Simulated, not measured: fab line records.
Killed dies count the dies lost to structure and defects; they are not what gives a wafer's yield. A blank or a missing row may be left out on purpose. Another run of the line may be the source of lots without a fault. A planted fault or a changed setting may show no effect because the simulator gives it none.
Chamber matching || flow n5Finfet || N5_BEOL_M3_ETCHBACK_99 on rieDiel-01: 4 sister chambers
The step etches SiO2 in CHF3, target depth 5 nm, time 10.4 s. 4 wafers are shown with their chamber, then 8 later ones without.

EACH WAFER AND ITS CHAMBER
{"wafer": "L085.4", "chamber": 2, "drypumpMotorCurrentA (A)": 5.6}
{"wafer": "L086.1", "chamber": 3, "drypumpMotorCurrentA (A)": 5.9}
{"wafer": "L086.5", "chamber": 1, "drypumpMotorCurrentA (A)": 6.4}
{"wafer": "L089.3", "chamber": 0, "drypumpMotorCurrentA (A)": 5.4}

WAFERS MISSING THEIR CHAMBER
{"wafer": "L089.4", "drypumpMotorCurrentA (A)": 5.6}
{"wafer": "L089.6", "drypumpMotorCurrentA (A)": 5.4}
{"wafer": "L093.1", "drypumpMotorCurrentA (A)": 5.4}
{"wafer": "L093.2", "drypumpMotorCurrentA (A)": 5.6}
{"wafer": "L093.5", "drypumpMotorCurrentA (A)": 5.9}
{"wafer": "L096.1", "drypumpMotorCurrentA (A)": 5.6}
{"wafer": "L096.2", "drypumpMotorCurrentA (A)": 6.5}
{"wafer": "L096.3", "drypumpMotorCurrentA (A)": 5.9}

THE CHAMBER EACH PASSED THROUGH
{"wafer": "L089.4", "from the rows above": 2, "in truth": 2}
{"wafer": "L089.6", "from the rows above": 0, "in truth": 0}
{"wafer": "L093.1", "from the rows above": 0, "in truth": 0}
{"wafer": "L093.2", "from the rows above": 2, "in truth": 2}
{"wafer": "L093.5", "from the rows above": 3, "in truth": 3}
{"wafer": "L096.1", "from the rows above": 2, "in truth": 2}
{"wafer": "L096.2", "from the rows above": 1, "in truth": 1}
{"wafer": "L096.3", "from the rows above": 3, "in truth": 3}
Placed correctly: 8 of 8. Left unplaced by these rows: 0. Placed wrongly: 0.
How it was worked out, from the rows above alone: a wafer's distance from a chamber is the root of the sum, over the readings, of the square of ((its reading less the chamber's mean) divided by the reading's scatter). The wafer belongs to the nearest chamber; if the next one is less than 2 further off, it can't be placed. A chamber's mean is the mean of its shown wafers. The scatter: with one shown wafer a chamber, the root of the mean of the squares of how far each hidden wafer lies from its nearest shown one.
